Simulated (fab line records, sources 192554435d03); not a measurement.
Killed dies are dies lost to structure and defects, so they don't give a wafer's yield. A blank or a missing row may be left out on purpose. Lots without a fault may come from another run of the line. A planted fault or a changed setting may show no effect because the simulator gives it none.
A struck lot beside a sound one | flow n5_finfet | 14 steps out of a route of 1938
Sound: wafers L788.1, L788.2, L788.6. Struck: wafers L797.2, L797.4. The cause comes at the end.
At each step with rows: each side's tool, then ch and its chambers, then its first start. Under that, the readings that differ: sound wafers | struck wafers | difference of the means | sigmas: that difference in standard deviations of wafers without a fault.
alike: readings whose means differ by less than 2 such deviations, and words and numbers that are the same on both sides. not compared: withheld readings, readings that some wafer has no value for, bounds like >300 that may hide the same value, and numbers for which the record gives no deviation and whose values overlap.
The two part at a step that has a row with sigmas, a row that says differs or no value, or rows on one side only. Numbers that don't overlap but have no deviation are shown without sigmas and don't part them. A reading that every wafer of one side lacks parts them only if that side has two wafers or more.

first, 5 steps without rows for these wafers: N5_BEOL_M11_EBR_24; N5_BEOL_M11_SOFTBAKE_23 (time 60 s); N5_BEOL_M11_EXPOSE_25 (exposes mask V10); N5_BEOL_M11_PEB_26 (peb time 60 s); N5_BEOL_M11_DEVELOP_27 (develop time 30 s).
N5_BEOL_M11_CD_MEAS_28: target cd 70 nm.
  sound on cd_sem-02 ch 0, day 11 17:15; struck on cd_sem-02 ch 0, day 14 09:49
  reading    | sound          | struck    | difference | sigmas
  cd_nm (nm) | 70.4 72.2 72.0 | 69.5 68.5 | -2.5       | -3
N5_BEOL_M11_OVL_MEAS_29:
  sound on overlay-01 ch 0, day 11 17:17; struck on overlay-01 ch 0, day 14 09:50
  alike: V10_OVL
N5_BEOL_M11_INSPECT_30: inspects for defects (brightfield).
  sound on defect_inspect-01, day 11 17:18; struck on defect_inspect-01, day 14 09:52
  alike: raw_defect_count
N5_BEOL_M11_DESCUM_33: chemistry O2, time 7.9 s.
  sound on rie_diel-05 ch 0,3, day 11 17:20; struck on rie_diel-03 ch 0,2, day 14 10:22
  alike: drypump_motor_current_A, oes_product_au, rf_vpp_V, showerhead_plenum_p_Torr, throttle_valve_pct
  not compared: rf_hours_counter_h
N5_BEOL_M11_ETCH_65: etches SiARC in CF4, target depth 39 nm, time 65 s.
  sound on rie_diel-05 ch 0,3, day 11 17:22; struck on rie_diel-03 ch 0,2, day 14 10:24
  alike: drypump_motor_current_A, etch_rf_on_time_s, oes_product_au, rf_vpp_V, showerhead_plenum_p_Torr, throttle_valve_pct
  not compared: rf_hours_counter_h
N5_BEOL_M11_ETCH_66: etches SOC in N2/H2, target depth 120 nm, overetch 24 nm, time 180 s.
  sound on rie_diel-05 ch 0,3, day 11 17:25; struck on rie_diel-03 ch 0,2, day 14 10:27
  alike: drypump_motor_current_A, oes_product_au, rf_vpp_V, showerhead_plenum_p_Torr, throttle_valve_pct
  not compared: rf_hours_counter_h
then, 1 step without rows for these wafers: N5_BEOL_M11_STRIP_69 (strips in N2/H2).
N5_BEOL_M11_VIA_ETCH_34: etches SiCOH lowk in C4F6/O2, target depth 184.5 nm, time 69.2 s.
  sound on rie_diel-05 ch 0,3, day 11 17:33; struck on rie_diel-03 ch 0,2, day 14 10:34
  reading                                   | sound             | struck      | difference | sigmas
  oes_product_au (a.u.)                     | 0.80 0.93 0.92    | 1.26 0.98   | +0.24      | +3
  model.etch.depth_nm (nm)                  | 184.9 191.8 189.1 | 266.5 265.6 | +77.5      |
  model.SOC_of_BEOL_M11_COAT_63.thk_nm (nm) | 92.2 91.8 92      | 88.6 88.4   | -3.5       |
  alike: drypump_motor_current_A, rf_vpp_V, showerhead_plenum_p_Torr, throttle_valve_pct
  not compared: rf_hours_counter_h
then, 1 step without rows for these wafers: N5_BEOL_M11_STRIP_73 (strips in C4F6/O2).

WHERE THEY PART
First at N5_BEOL_M11_CD_MEAS_28; last, within this record, at N5_BEOL_M11_VIA_ETCH_34.

WHY: what the simulator had put in
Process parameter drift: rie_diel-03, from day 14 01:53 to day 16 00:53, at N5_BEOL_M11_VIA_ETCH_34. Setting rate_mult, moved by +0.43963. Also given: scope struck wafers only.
